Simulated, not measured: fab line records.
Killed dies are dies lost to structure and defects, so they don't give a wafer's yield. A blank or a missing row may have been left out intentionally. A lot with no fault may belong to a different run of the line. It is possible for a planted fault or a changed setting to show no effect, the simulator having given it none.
Split-lot experiment | flow n5Finfet | 7 lots, 21 wafers read, on a route of 1938 steps

## SPLIT DETAILS
At N5_BEOL_M3_HM_DEP_02 (deposits TiN, target thk 20 nm), the setting targetThkA was moved away from the recipe's 200 angstrom on 6 of the 21 wafers read, by -12.2% to +7.7%. This setting was run at the recipe's value on the other wafers.

## FROM THE SPLIT TO THE READING: what the file shows between them, 4 steps
- N5_BEOL_M3_COAT_61: time 60 s, resist thk 60 nm
- N5_BEOL_M3_COAT_62: time 60 s, resist thk 12 nm
- N5_BEOL_M3_STRIP_75: strips in N2/H2
- N5_BEOL_M3_STRIP_66: strips in CF4

## THE READING
etch.depthNm (the simulator's own value, which no gauge read), in nm, at N5_BEOL_M3_HM_OPEN_17 (chemistry Cl2/BCl3, target TiN, target depth 20 nm, overetch 6 nm). The file does not state a usual value for it. The 15 wafers here that ran the recipe average 19.92 nm, standard deviation 0.29 nm.

wafer  | tool, chamber at the split | targetThkA as run, angstrom | against the recipe | etch.depthNm, nm | against lot-mates on the recipe
L080.2 | pvdSputter-01, -           | 200                         | recipe             | 19.71            | -
L080.3 | pvdSputter-01, -           | 214.8                       | +7.4%              | 21.2             | +1.53
L080.5 | pvdSputter-01, -           | 200                         | recipe             | 19.63            | -
L083.1 | pvdSputter-03, -           | 200                         | recipe             | 20.23            | -
L083.3 | pvdSputter-03, -           | 200                         | recipe             | 20.46            | -
L083.5 | pvdSputter-03, -           | 200                         | recipe             | 20.03            | -
L082.1 | pvdSputter-01, -           | 200                         | recipe             | 20.53            | -
L082.4 | pvdSputter-01, -           | 178.3                       | -10.8%             | 18.28            | -2.25
L082.6 | pvdSputter-01, -           | 178.3                       | -10.8%             | 18.19            | -2.34
L090.4 | pvdSputter-01, -           | 200                         | recipe             | 19.87            | -
L090.5 | pvdSputter-01, -           | 200                         | recipe             | 20.02            | -
L090.6 | pvdSputter-01, -           | 200                         | recipe             | 19.58            | -
L091.2 | pvdSputter-01, -           | 200                         | recipe             | 19.85            | -
L091.3 | pvdSputter-01, -           | 175.7                       | -12.2%             | 17.44            | -2.41
L091.6 | pvdSputter-01, -           | 175.7                       | -12.2%             | 17.32            | -2.53
L092.1 | pvdSputter-02, -           | 215.4                       | +7.7%              | 21.25            | +1.55
L092.3 | pvdSputter-02, -           | 200                         | recipe             | 19.75            | -
L092.6 | pvdSputter-02, -           | 200                         | recipe             | 19.65            | -
L096.1 | pvdSputter-01, -           | 200                         | recipe             | 19.83            | -
L096.5 | pvdSputter-01, -           | 200                         | recipe             | 19.61            | -
L096.6 | pvdSputter-01, -           | 200                         | recipe             | 19.98            | -

THE FIT
A straight line over all 21 wafers: etch.depthNm changes by +0.182 nm for each +1% of targetThkA; r = +0.96; the points scatter about the line by 0.29 nm.
The same after taking each lot's own level away (the mean of its wafers on the recipe; 21 wafers): +0.206 nm for each +1%; r = +0.99; scatter 0.12 nm.
The reading moves by 2.5 nm for the largest change in targetThkA, on that fit.
The span of the lots' own levels, 19.670 to 20.530 nm, comes to 3.0 times the standard deviation stated above.
In other words, the slope is changed by the lot-to-lot level; the two fits disagree.
Check: for one of the wafers moved furthest among these (-12.2%), held out of the fit, the line's prediction against its lot-mates is -2.54 nm. It came out at -2.41 nm against them.

## THESE WAFERS: OTHER SPLITS
These wafers also went through other splits before the reading. Each is held against what the fit with the lots' levels taken away leaves over:
other split on the same wafers | wafers away from the commonest value | r with etch.depthNm (lot level and that fit taken away)
N5_BEOL_M2_EXPOSE_25 doseMj    | 4                                    | +0.26
N5_BEOL_M3_ILD_DEP_00 timeS    | 7                                    | +0.12

## THE WHOLE CHAIN: every reading that the file lists as answering this split, in the file's order
step                  | what it does                                                      | reading                                                                         | change (the file's fit)               | r (the file's)
N5_BEOL_M3_HM_DEP_02  | deposits TiN, target thk 20 nm                                    | TiN_of_BEOL_M3_HM_DEP_02.thkNm (the simulator's own value, which no gauge read) | +0.205 nm for each +1% of the setting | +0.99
N5_BEOL_M3_HM_OPEN_17 | chemistry Cl2/BCl3, target TiN, target depth 20 nm, overetch 6 nm | etch.depthNm (the simulator's own value, which no gauge read)                   | +0.206 nm for each +1% of the setting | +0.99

## THE FILE'S OWN FIT
etch.depthNm changes by +0.206 nm for each +1% of targetThkA, r = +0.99.
